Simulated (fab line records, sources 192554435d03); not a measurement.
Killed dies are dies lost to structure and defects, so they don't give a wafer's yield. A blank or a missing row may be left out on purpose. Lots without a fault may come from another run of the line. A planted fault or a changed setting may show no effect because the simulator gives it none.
fab line records | flow n5_finfet
record lots=4 wafers=10 last_day=17
route steps=1938 shown BEOL_M7@1299 BEOL_M8@1332 BEOL_M15@1830 PASSIVATION@1936
lots that met no fault: from a run of the same line without faults
start_h: hours from the record's first day to the start of the lot's first wafer shown | wait_h: hours since the lot's step before | " the same as in the row above | L1.1+2: a row that stands for several wafers | - no value, or no start given | * or withheld: withheld | < > ~ a bound
route shown NAME@n: a module of which the file shows steps, and the number in the route of the first | usual: mean/standard deviation of fault-free wafers | same: alike in all rows | chamber/n: place in a boat | sites: the reading at each site | _std_site: their standard deviation | _edge_site: outer sites' mean less inner sites' | radius_mm: how far each site lies from the wafer's centre | mask NAME#n: copy n | behind: the tool/chamber that last shaped the wafer | hold: why the lot was held/for how many hours/how that ended | device: the transistor (n, p or np) that didn't switch | end of line: the same wafers' tests at the end of the route | a step without rows: its recipe alone | killed: dies lost to structure and defects at the first sort, not the wafer's yield | map: a wafer's dies, x killed, . not, _ none there
set.NAME: the setting as run; set.NAME@STEP: as run at that earlier step | model.NAME: the simulator's own value behind a step, which no gauge read
lots at some steps of the route; a table a step, a row a wafer
services: from which hour (start_h, from the record's first day; less than 0 if before it) a tool's chamber was out of use, for how many hours, and why
## steps
# step N5_BEOL_M7_DESCUM_33
# recipe chemistry=O2 time_s=7 source_power_w=50 bias_power_w=20 pressure_mtorr=20 rf_frequency_hz=2.712e+07 temp_c=40 resist=CAR-EUV o2_flow_sccm=225
# step N5_BEOL_M7_ETCH_72
# recipe chemistry=N2/H2 target=underlayer target_depth_a=65 mask_material=CAR-EUV time_s=5.2 ion_energy_ev=200 pressure_mtorr=30 source_w=840 bias_w=150 n2_flow_sccm=200 h2_flow_sccm=200 ends=cleared
# step N5_BEOL_M7_ETCH_65
# recipe chemistry=CF4 target=SiARC target_depth_a=156 mask_material=CAR-EUV time_s=26 ion_energy_ev=80 pressure_mtorr=40 source_w=545 bias_w=36 Ar_flow_sccm=100 cf4_flow_sccm=100 ends=cleared
# step N5_BEOL_M7_ETCH_66
# recipe chemistry=N2/H2 target=SOC target_depth_a=800 overetch_a=160 mask_material=SiARC temp_c=40 time_s=120 ion_energy_ev=200 pressure_mtorr=30 source_w=840 bias_w=150 n2_flow_sccm=200 h2_flow_sccm=200
# step N5_BEOL_M7_STRIP_69
# recipe chemistry=N2/H2 temp_c=40 n2_flow_sccm=200 h2_flow_sccm=200 rf_frequency_hz=6e+07
# step N5_BEOL_M7_STRIP_73
# recipe chemistry=N2/H2 temp_c=40 n2_flow_sccm=200 h2_flow_sccm=200 rf_frequency_hz=6e+07
# step N5_BEOL_M7_VIA_ETCH_34
# recipe chemistry=C4F6/O2 target=SiCOH_lowk target_depth_a=1255 mask_material=SOC taper_deg=4 time_s=50.5 ion_energy_ev=250 pressure_mtorr=30 source_w=345 bias_w=185 Ar_flow_sccm=300 C4F6_flow_sccm=10 O2_flow_sccm=10
# step N5_BEOL_M7_STRIP_76
# recipe chemistry=C4F6/O2 resist=SiARC rf_frequency_hz=6e+07
# step N5_BEOL_M7_STRIP_36
# recipe chemistry=N2/H2 power_w=450 temp_c=40 pressure_mtorr=20 rf_frequency_hz=6e+07 overash_fraction=0.3 bias_power_w=7 h2_frac=0.5 n2_flow_sccm=200 h2_flow_sccm=200
# step N5_BEOL_M7_TRENCH_ETCH_37
# recipe chemistry=C4F6/O2 target_depth_a=934.78 target=SiCOH_lowk time_s=31.2 ion_energy_ev=250 pressure_mtorr=30 source_w=345 bias_w=185 Ar_flow_sccm=300 C4F6_flow_sccm=10 O2_flow_sccm=10
# usual O2_flow_sccm=10.00/0.03 bias_w=185.0/0.56 drypump_motor_current_A=5.6/0.39 oes_o_777_au=0.81/0.072 oes_product_au=0.81/0.081 rf_vpp_V=668/7.4 showerhead_plenum_p_Torr=2.88/0.069 throttle_valve_pct=20.88/0.24
# columns lot.wafer tool chamber start_h wait_h O2_flow_sccm bias_w drypump_motor_current_A oes_o_777_au oes_product_au rf_hours_counter_h rf_vpp_V showerhead_plenum_p_Torr throttle_valve_pct model.etch.depth_nm model.BEOL_M7.feature_depth_nm model.TiN_of_BEOL_M7_HM_DEP_02.thk_nm
L632.2 rie_diel-02 2 251.11 - 9.95 184.6 5.6 0.75 0.73 182 663 2.82 20.65 91.74 91.8 17.2
L632.4 " 3 " " 9.97 185.1 5.2 0.68 0.90 191 677 2.95 21.32 135.4 135.4 16
L634.4 rie_diel-02 3 258.08 - 10.01 184.7 5.2 0.68 0.89 - 678 2.95 21.32 134 134 16
L634.5 " 1 " " 9.98 185.0 4.9 0.89 0.91 - 660 2.90 20.59 91.14 91.2 17
L638.2 rie_diel-05 0 294.63 - 9.98 185.5 6.2 0.71 0.71 208 668 2.94 21.28 92.1 92 17.4
L638.3 " 2 " " 10.00 184.4 5.5 0.85 0.83 76 664 2.87 20.78 92.16 92.2 17.6
L638.6 " 3 " " 10.01 185.7 5.6 0.88 0.85 - 667 2.80 20.89 93.54 93.6 17.4
L642.1 rie_diel-02 2 318.74 - 10.03 185.2 5.6 0.74 0.71 199 660 2.81 20.69 90.87 90.8 17.4
L642.2 " 1 " " 9.95 185.1 4.9 0.86 0.88 34 658 2.89 20.63 91.99 92 17.6
L642.5 " 3 " " 9.98 184.3 5.2 0.67 0.68 - 677 2.94 21.26 91.36 91.4 17.4
# step N5_BEOL_M7_ETCH_41
# recipe chemistry=CH3F/O2 target=SiCN target_depth_a=319 taper_deg=2 time_s=57.8 ion_energy_ev=120 mask_material=TiN pressure_mtorr=30 source_w=395 bias_w=75 Ar_flow_sccm=150 CH3F_flow_sccm=30 O2_flow_sccm=20
# step N5_BEOL_M7_STRIP_80
# recipe chemistry=N2/H2 time_s=10 power_w=450 temp_c=40 pressure_mtorr=20 rf_frequency_hz=6e+07 bias_power_w=7 n2_flow_sccm=200 h2_flow_sccm=200
# step N5_BEOL_M7_OCD_MEAS_38
# usual trench_depth_nm=93.2/1.5
# columns lot.wafer tool chamber start_h wait_h trench_depth_nm
L632.2 ocd-02 - 251.28 - 91.3
L632.4 " - " " 135.2
L634.4 ocd-02 - 258.23 - 134.0
L634.5 " - " " 90.9
L638.2 ocd-01 - 294.79 - 91.9
L638.3 " - " " 92.1
L638.6 " - " " 93.8
L642.1 ocd-01 - 318.89 - 91.1
L642.2 " - " " 91.6
L642.5 " - " " 91.2
# step N5_BEOL_M7_HM_STRIP_39
# recipe chemistry=peroxide_tin_strip material=TiN target_depth_a=250 temp_c=50 time_s=158
# step N5_BEOL_M7_SRD_40
# recipe time_s=30 temp_c=23 rinse_liquid=diw dry=ipa_marangoni
# step N5_BEOL_M7_PRECLEAN_42
# recipe chemistry=residue_remover time_s=60 temp_c=40
# step N5_BEOL_M7_SRD_43
# recipe time_s=30 temp_c=23 rinse_liquid=diw dry=ipa_marangoni
# step N5_BEOL_M7_CURE_75
# recipe temp_c=370 time_s=120 ambient=DMADMS/He material=SiCOH_lowk
# step N5_BEOL_M7_DEGAS_44
# recipe ambient=vacuum temp_c=250 time_s=60
# step N5_BEOL_M7_PRE_CLEAN_45
# recipe gas=H2/He time_s=30 temp_c=250
# step N5_BEOL_M7_ALD_77
# recipe material=TaN target_thk_a=20 temp_c=275 ald_precursor_family=PDMAT ald_co_reactant=NH3 pressure_torr=3 carrier_flow_sccm=1500 pulse_time_s=2 purge_time_s=3 co_reactant_purge_time_s=2 co_reactant_pulse_time_s=3 ald_cycles=40 precursor_vessel_temp_c=75 precursor_vessel_pressure_torr=26.25 precursor_vessel_carrier_sccm=1000
# step N5_BEOL_M7_SURFACE_TREAT_79
# recipe gas=Ar time_s=* ion_energy_ev=* ion_current_ma_cm2=0.5 pressure_mtorr=* ar_flow_sccm=30
# step N5_BEOL_M7_CVD_78
# recipe material=Co target_thk_a=20 temp_c=withheld precursor=CCTBA/H2 pressure_torr=30 time_s=142.3
# step N5_BEOL_M7_SPUTTER_48
# recipe material=Cu target_thk_a=100 temp_c=-20 bias_v=60 power_w=26000 chamber_pressure_pa=0.13 time_s=1.667
# step N5_BEOL_M7_ECD_50
# recipe material=Cu target_thk_a=3000
# step N5_BEOL_M7_ANNEAL_51
# recipe temp_c=225 time_s=90 ambient=N2
# step N5_BEOL_M7_CMP_52
# recipe stop_on=SiCOH_lowk t_overpolish_s=6.9 down_force_psi=1 platen_rpm=50 clearing_platen_down_force_psi=1.5 clearing_platen_rpm=50 post_cmp_clean=cu_alkaline target_thk_nm=80 clearing_platen_pad_velocity_m_s=0.99484 pad_velocity_m_s=0.99484
# usual motor_current_A=6.0/0.65
# columns lot.wafer tool chamber start_h wait_h motor_current_A model.Cu_of_BEOL_M7_ECD_50.thk_nm
L632.2 cmp-01 1 253.43 0.2 6.8 79
L632.4 " 3 " " 5.6 122.6
L634.4 cmp-02 3 262.46 0.2 5.5 120.4
L634.5 " 3 " " 6.1 77.8
L638.2 cmp-04 1 297.70 0.4 5.7 78.4
L638.3 " 0 " " 6.7 77.8
L638.6 " 1 " " 5.7 79.2
L642.2 cmp-01 0 324.79 0.2 5.8 78.2
L642.1 " 1 " " 7.0 77.4
L642.5 " 0 " " 6.0 76.8
# step N5_BEOL_M7_THK_MEAS_53
# recipe thk_meas_gauge=xrf reads=Cu_of_BEOL_M7_ECD_50
# usual M7_THK=77.7/1.9
# columns lot.wafer tool chamber start_h wait_h M7_THK[nm]
L632.2 film_metro-02 - 253.73 - 76.7
L632.4 " - " " 119.2
L634.4 film_metro-01 - 262.72 - 119.1
L634.5 " - " " 76.9
L638.2 film_metro-01 - 298.00 - 76.8
L638.3 " - " " 75.3
L638.6 " - " " 77.2
L642.1 film_metro-01 - 325.05 - 76.3
L642.2 " - " " 76.6
L642.5 " - " " 75.0
# step N5_BEOL_M7_PRE_CLEAN_55
# recipe gas=NH3 time_s=15 temp_c=withheld rf_power_w=300
# step N5_BEOL_M7_DEP_56
# recipe material=SiCN target_thk_a=100 temp_c=withheld precursor=3MS/NH3 pressure_torr=3 rf_w=202 time_s=17.5
# step N5_BEOL_M7_RS_MEAS_57
# recipe thk_meas_gauge=four-point-probe reads=Cu_of_BEOL_M7_ECD_50+Co_of_BEOL_M7_CVD_78+TaN_of_BEOL_M7_ALD_77
# usual M7_RS=0.288/0.0077
# columns lot.wafer tool chamber start_h wait_h M7_RS[ohm/sq]
L632.2 film_metro-02 - 253.86 0.1 0.291
L632.4 " - " " 0.175
L634.4 film_metro-01 - 262.88 0.1 0.179
L634.5 " - " " 0.295
L638.2 film_metro-02 - 298.16 0.1 0.293
L638.3 " - " " 0.296
L638.6 " - " " 0.289
L642.1 film_metro-01 - 325.18 0.1 0.296
L642.2 " - " " 0.293
L642.5 " - " " 0.300
# step N5_BEOL_M8_ILD_DEP_00
# recipe material=SiCOH_lowk target_thk_a=1797.5 temp_c=300 precursor=DEMS/porogen pressure_torr=5 rf_w=500 time_s=33.4
# step N5_BEOL_M8_CURE_74
# recipe temp_c=385 time_s=240 ambient=He/Ar material=SiCOH_lowk
# step N5_BEOL_M8_PECVD_70
# recipe material=SiO2 target_thk_a=200 temp_c=400 precursor=TEOS/O2 pressure_torr=5.5 rf_w=450 teos_flow_sccm=53.8 gas=O2 flow_sccm=3000 time_s=22.7
# step N5_BEOL_M8_HM_DEP_02
# recipe material=TiN target_thk_a=200 temp_c=25 chamber_pressure_pa=0.49996
# step N5_BEOL_M8_COAT_59
# recipe resist=SOC temp_c=250 time_s=60 spin_rpm=1500 resist_thk_nm=100
# step N5_BEOL_M15_RC_MEAS_101
# usual COMB_M10=1.5e-11/3.1e-12 COMB_M11=1.5e-11/3.1e-12 COMB_M12=7e-12/1.3e-12 COMB_M13=5.5e-12/1e-12 COMB_M13_max_site=7.6e-12/1.6e-12 COMB_M14=4.1e-12/7.1e-13 COMB_M15=3.2e-12/5.9e-13 COMB_M5=3.7e-11/7.8e-12 COMB_M6=2.6e-11/5.1e-12 COMB_M8=2.7e-11/5.7e-12 COMB_M9=1.5e-11/3e-12 SERP_M10=3.07/0.091 SERP_M11=3.10/0.076 SERP_M12=0.632/0.016 SERP_M13=0.310/0.0062 SERP_M14=0.159/0.0051 SERP_M5=38.9/1.7 SERP_M6=13.7/0.57 SERP_M6_max_site=14.3/0.64 SERP_M7=14.0/0.52 SERP_M7_max_site=14.6/0.57 SERP_M8=13.6/0.59 SERP_M9=3.08/0.082
# columns lot.wafer tool chamber start_h wait_h COMB_M10[S/m] COMB_M11[S/m] COMB_M12[S/m] COMB_M13[S/m] COMB_M13_max_site[S/m] COMB_M14[S/m] COMB_M15[S/m] COMB_M5[S/m] COMB_M6[S/m] COMB_M8[S/m] COMB_M9[S/m] SERP_M10[ohm/um] SERP_M11[ohm/um] SERP_M12[ohm/um] SERP_M13[ohm/um] SERP_M14[ohm/um] SERP_M5[ohm/um] SERP_M6[ohm/um] SERP_M6_max_site[ohm/um] SERP_M7[ohm/um] SERP_M7_max_site[ohm/um] SERP_M8[ohm/um] SERP_M9[ohm/um]
L632.2 prober-02 0 317.37 0.2 2.2e-11 1.1e-11 6e-12 4.9e-12 9.2e-12 4.1e-12 3.9e-12 3e-11 2.7e-11 2.9e-11 1e-11 3.07 3.07 0.625 0.305 0.166 38.2 13.5 13.9 14.1 14.2 13.1 3.08
L632.4 " 0 " " 2.2e-11 1.9e-11 6.1e-12 5.3e-12 9.7e-12 3.8e-12 3e-12 3.3e-11 1.9e-11 2.7e-11 1e-11 3.02 3.09 0.645 0.305 0.154 38.2 13.5 14.2 8.6 9.0 13.1 3.13
L634.4 prober-01 0 320.86 0.5 1.4e-11 1.3e-11 1.03e-11 5e-12 6.4e-12 5.2e-12 3.3e-12 4.5e-11 3e-11 2.9e-11 1.8e-11 3.05 3.02 0.627 0.299 0.168 38.3 13.9 14.6 9.0 9.4 13.5 3.13
L634.5 " 0 " " 1.1e-11 1.3e-11 8e-12 4.4e-12 5.9e-12 4.1e-12 2.9e-12 3.8e-11 2.4e-11 2.3e-11 1.6e-11 3.03 3.00 0.630 0.305 0.168 40.4 13.5 14.0 14.0 14.4 13.0 3.08
L638.2 prober-01 0 369.26 0.2 1.6e-11 1.5e-11 6.4e-12 4.7e-12 6.9e-12 4.5e-12 3.2e-12 3.6e-11 2.5e-11 3.8e-11 1.6e-11 3.06 3.04 0.642 0.311 0.155 39.4 15.2 16.1 13.8 14.2 14.0 3.23
L638.3 " 0 " " 1.5e-11 1.3e-11 7.9e-12 5.3e-12 7.7e-12 4.2e-12 4.5e-12 3.5e-11 1.8e-11 2.8e-11 1.9e-11 3.02 3.16 0.631 0.289 0.155 36.7 14.6 15.5 14.1 14.5 12.6 3.19
L638.6 " 0 " " 1.7e-11 1.7e-11 6.7e-12 5.7e-12 6.9e-12 3.4e-12 4.3e-12 4.2e-11 3.7e-11 2.9e-11 1.6e-11 3.25 3.06 0.647 0.295 0.160 38.7 14.3 14.6 14.2 14.7 12.7 3.05
L642.1 prober-01 0 386.04 0.0 1.2e-11 1.4e-11 5.8e-12 5.3e-12 7.3e-12 3.9e-12 3e-12 3.5e-11 2.2e-11 3.3e-11 2e-11 3.09 3.14 0.604 0.307 0.164 37.1 13.8 14.5 14.2 14.5 13.5 2.93
L642.2 " 0 " " 1.1e-11 1.6e-11 6.1e-12 5.8e-12 7.5e-12 4.5e-12 3e-12 4.5e-11 2.9e-11 2.9e-11 1.9e-11 3.18 3.10 0.646 0.308 0.160 39.3 13.3 13.8 14.1 14.8 13.9 3.12
L642.5 " 0 " " 1.2e-11 1.4e-11 7.4e-12 6e-12 7.3e-12 4.5e-12 3e-12 2.8e-11 2.3e-11 2.2e-11 1.2e-11 3.26 3.06 0.606 0.308 0.161 38.6 12.6 13.3 14.3 15.0 12.8 3.00
# sites SERP_M7 radius_mm=0,75,75,75,75,140,140,140,140
L632.2 14.0 14.1 14.2 13.9 14.2 13.6 14.1 13.3 14.2
L634.4 8.6 8.6 9.0 9.0 8.9 9.2 8.9 9.4 9.1
L638.2 13.2 13.4 13.8 13.3 13.9 13.6 14.2 14.2 14.0
L642.1 14.4 14.2 14.5 14.1 14.3 13.5 14.4 13.7 13.7
# step N5_PASSIVATION_PROBE_49
# usual defect_limited_yield=91.4/1.5 killed_at_M0_to_M3=34/10 killed_at_M4_up=15/6 killed_at_contacts=12/6 killed_at_front_end=37/11 killed_at_other=3.3/2.8 killed_dies=101/18 killed_open=66/14 killed_short=33/7.8 sort_bin_5_function=5.0/0.97 sort_bin_6_memory=3.2/0.72 sort_n_pass=1079/18 sort_yield_pct=91.4/1.5
# same gross_dies=1180 killed_at_back_side=0 sort_bin_4_leakage[%]=0 sort_bin_8_speed[%]=0
# columns lot.wafer tool chamber start_h wait_h defect_limited_yield[%] killed_at_M0_to_M3 killed_at_M4_up killed_at_contacts killed_at_front_end killed_at_other killed_dies killed_open killed_short sort_bin_5_function[%] sort_bin_6_memory[%] sort_n_pass sort_yield_pct[%]
L632.4 prober-01 - 330.43 0.2 89.7 39 26 5 49 3 122 95 27 6.0 4.2 1058 89.7
L642.1 prober-01 - 400.66 0.0 92.6 30 18 16 21 2 87 58 26 4.1 3.0 1093 92.6
L642.2 prober-01 - 400.71 0.1 90.5 37 13 20 33 9 112 83 27 6.0 3.4 1068 90.5
L642.5 prober-01 - 400.86 0.2 90.6 33 22 17 37 2 111 82 29 5.9 3.1 1069 90.6
# killed by level:class
L632.4 FIN_SAQP:geometric_particle:open=17 BEOL_M0_SAQP:geometric_particle:open=13 BEOL_M4:geometric_particle:open=13 STI_FIN_REVEAL:geometric_particle:open=10 BEOL_M0_SAQP:geometric_particle:short=8 DUMMY_GATE:geometric_particle:open=7 BEOL_M2:geometric_particle:open=7 FIN_SAQP:geometric_particle:short=5
L642.1 MOL_CONTACT_COAG:geometric_particle:open=9 MOL_CONTACT_COAG:geometric_particle:short=7 BEOL_M4:geometric_particle:open=7 BEOL_M0_SAQP:geometric_particle:open=6 BEOL_M1:geometric_particle:open=6 BEOL_M2:geometric_particle:open=5 FIN_SAQP:geometric_particle:short=4 FIN_SAQP:geometric_particle:open=4
L642.2 MOL_CONTACT_COAG:geometric_particle:open=17 BEOL_M1:geometric_particle:open=17 FIN_SAQP:geometric_particle:open=7 PASS1_CAP:geometric_particle:open=6 FIN_SAQP:geometric_particle:short=5 BEOL_M2:geometric_particle:open=5 BEOL_M0_SAQP:geometric_particle:open=5 BEOL_M4:geometric_particle:open=5
L642.5 FIN_SAQP:geometric_particle:open=17 BEOL_M4:geometric_particle:open=16 MOL_CONTACT_COAG:geometric_particle:open=13 BEOL_M1:geometric_particle:open=9 FIN_SAQP:geometric_particle:short=7 BEOL_M2:geometric_particle:open=7 BEOL_M3:geometric_particle:open=5 MOL_CONTACT_COAG:geometric_particle:short=4
## services
# columns tool chamber start_h hours kind
cmp-02 - 227.88 1.6 repair
cmp-01 - 234.04 3.7 pm
cmp-04 - 236.65 5.7 pm
rie_diel-02 3 264.08 11.4 repair
rie_diel-02 - 271.71 2.8 pm
cmp-04 - 275.29 2.0 repair
cmp-01 - 288.82 1.2 repair
rie_diel-02 - 300.28 4.0 repair
cmp-01 - 310.90 4.0 pm
cmp-01 - 314.90 - consumable_replace:conditioner
cmp-01 - 314.90 - consumable_replace:pad
rie_diel-02 0 322.58 9.6 repair
## key
first_sign step=N5_BEOL_M7_OCD_MEAS_38 reading=trench_depth_nm direction=up sigmas=28 usual=93.2 struck=134.6
effect step=N5_BEOL_M7_THK_MEAS_53 reading=M7_THK direction=up sigmas=22 usual=77.7 struck=119.2
effect step=N5_BEOL_M7_RS_MEAS_57 reading=M7_RS direction=down sigmas=14 usual=0.288 struck=0.177
effect step=N5_BEOL_M15_RC_MEAS_101 reading=SERP_M7 direction=down sigmas=10 usual=14.0 struck=8.8
model_effect step=N5_BEOL_M7_TRENCH_ETCH_37 value=etch.depth_nm without=91.11 struck=134.7
model_effect step=N5_BEOL_M7_CMP_52 value=Cu_of_BEOL_M7_ECD_50.thk_nm without=77.8 struck=121.5
met_at N5_BEOL_M7_TRENCH_ETCH_37
struck_wafers L632.4,L634.4
fault kind=process_parameter_drift tool=rie_diel-02 chamber=- onset_h=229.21 steps=N5_BEOL_M7_TRENCH_ETCH_37 channel=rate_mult offset=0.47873 shape=step end_h=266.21 scope=struck_wafers_only
